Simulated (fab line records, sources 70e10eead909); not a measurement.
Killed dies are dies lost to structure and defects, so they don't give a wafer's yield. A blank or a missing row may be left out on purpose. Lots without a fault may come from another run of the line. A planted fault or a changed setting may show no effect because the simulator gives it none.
A struck lot beside a sound one | flow nand_harc | 15 steps out of a route of 1159
Sound: wafers L924.1, L924.3, L924.6. Struck: wafers L929.1, L929.4, L929.6. The cause comes at the end.
At each step with rows: each side's tool, then ch and its chambers, then its first start. Under that, the readings that differ: sound wafers | struck wafers | difference of the means | sigmas: that difference in standard deviations of wafers without a fault.
alike: readings whose means differ by less than 2 such deviations, and words and numbers that are the same on both sides. not compared: withheld readings, readings that some wafer has no value for, bounds like >300 that may hide the same value, and numbers for which the record gives no deviation and whose values overlap.
The two part at a step that has a row with sigmas, a row that says differs or no value, or rows on one side only. Numbers that don't overlap but have no deviation are shown without sigmas and don't part them. A reading that every wafer of one side lacks parts them only if that side has two wafers or more.

first, 5 steps without rows for these wafers: NHARC_A_BONDPAD_SOFTBAKE_04 (time 70 s); NHARC_A_BONDPAD_EBR_05; NHARC_A_BONDPAD_EXPOSE_06 (exposes mask A BPAD); NHARC_A_BONDPAD_PEB_07 (peb time 80 s); NHARC_A_BONDPAD_DEVELOP_08 (time 50 s).
NHARC_A_BONDPAD_CD_MEAS_09: target cd 500 nm.
  sound on cd_sem-03 ch 0, day 18 11:16; struck on cd_sem-02 ch 0, day 19 18:40
  alike: cd_nm
NHARC_A_BONDPAD_OVL_MEAS_35:
  sound on overlay-02, day 18 11:21; struck on overlay-01, day 19 18:45
  alike: overlay_x_nm, overlay_y_nm
then, 1 step without rows for these wafers: NHARC_A_BONDPAD_HARDBAKE_10 (time 65 s).
NHARC_A_BONDPAD_DESCUM_11: chemistry O2, time 3 s.
  sound on rie_diel-02 ch 0,1,2, day 18 11:31; struck on rie_diel-05 ch 0,1,2, day 19 18:53
  alike: drypump_motor_current_A, oes_product_au, rf_vpp_V, showerhead_plenum_p_Torr, throttle_valve_pct
  not compared: rf_hours_counter_h
NHARC_A_BONDPAD_ETCH_34: etches the open film in N2/H2, target depth 60 nm, overetch 18 nm, time 65.91 s.
  sound on rie_diel-02 ch 0,2,3, day 18 11:38; struck on rie_diel-05 ch 0,3, day 19 18:59
  reading                | sound                | struck               | difference | sigmas
  throttle_valve_pct (%) | 14.168 14.151 14.144 | 14.176 14.172 14.178 | +0.021     | +2
  alike: drypump_motor_current_A, oes_product_au, rf_vpp_V, showerhead_plenum_p_Torr
  not compared: rf_hours_counter_h
NHARC_A_BONDPAD_ETCH_12: etches the open film in CHF3/O2, target depth 220 nm, time 110 s.
  sound on rie_diel-02 ch 1,2; struck on rie_diel-05 ch 0,1
  alike: drypump_motor_current_A, oes_product_au, rf_vpp_V, showerhead_plenum_p_Torr, throttle_valve_pct
  not compared: rf_hours_counter_h
NHARC_A_BONDPAD_CD_MEAS_13:
  sound on cd_sem-02, day 18 11:50; struck on cd_sem-01, day 19 19:13
  alike: cd_nm
NHARC_A_BONDPAD_STRIP_15: strips in O2.
  sound on rie_diel-02 ch 0,1, day 18 11:58; struck on rie_diel-05 ch 1,2,3, day 19 19:17
  reading                         | sound             | struck            | difference | sigmas
  chamber_pressure_mTorr (mTorr)  | 60.00 60.05 59.97 | 47.19 47.20 47.16 | -12.82     | -99 or more
  showerhead_plenum_p_Torr (Torr) | 3.65 3.80 3.80    | 3.55 3.45 3.46    | -0.26      | -2
  alike: drypump_motor_current_A, oes_product_au, rf_vpp_V, throttle_valve_pct
  not compared: rf_hours_counter_h
NHARC_A_BONDPAD_ETCH_24: etches the open film in CF4/N2, target depth 30 nm, time 72.99 s.
  sound on rie_diel-02 ch 0,1,2; struck on rie_diel-05 ch 0,1,3
  alike: drypump_motor_current_A, oes_product_au, rf_vpp_V, showerhead_plenum_p_Torr, throttle_valve_pct
  not compared: rf_hours_counter_h
NHARC_END_SORT_01:
  sound on prober-01 ch 0, day 19 22:37; struck on prober-02 ch 0, day 21 01:24
  reading             | sound | struck | difference | sigmas
  killed_at_periphery | 4 2 1 | 11 7 8 | +6         | +3
  killed_open         | 1 4 0 | 6 6 7  | +5         | +2
  alike: defect_limited_yield, killed_at_array, killed_at_other, killed_dies, killed_short, sort_bin_2_pct, sort_bin_3_pct, sort_bin_4_pct, sort_n_pass, sort_rim_yield_pct, sort_yield_pct

WHERE THEY PART
First at NHARC_A_BONDPAD_ETCH_34; last, within this record, at NHARC_END_SORT_01.

WHY: what the simulator had put in
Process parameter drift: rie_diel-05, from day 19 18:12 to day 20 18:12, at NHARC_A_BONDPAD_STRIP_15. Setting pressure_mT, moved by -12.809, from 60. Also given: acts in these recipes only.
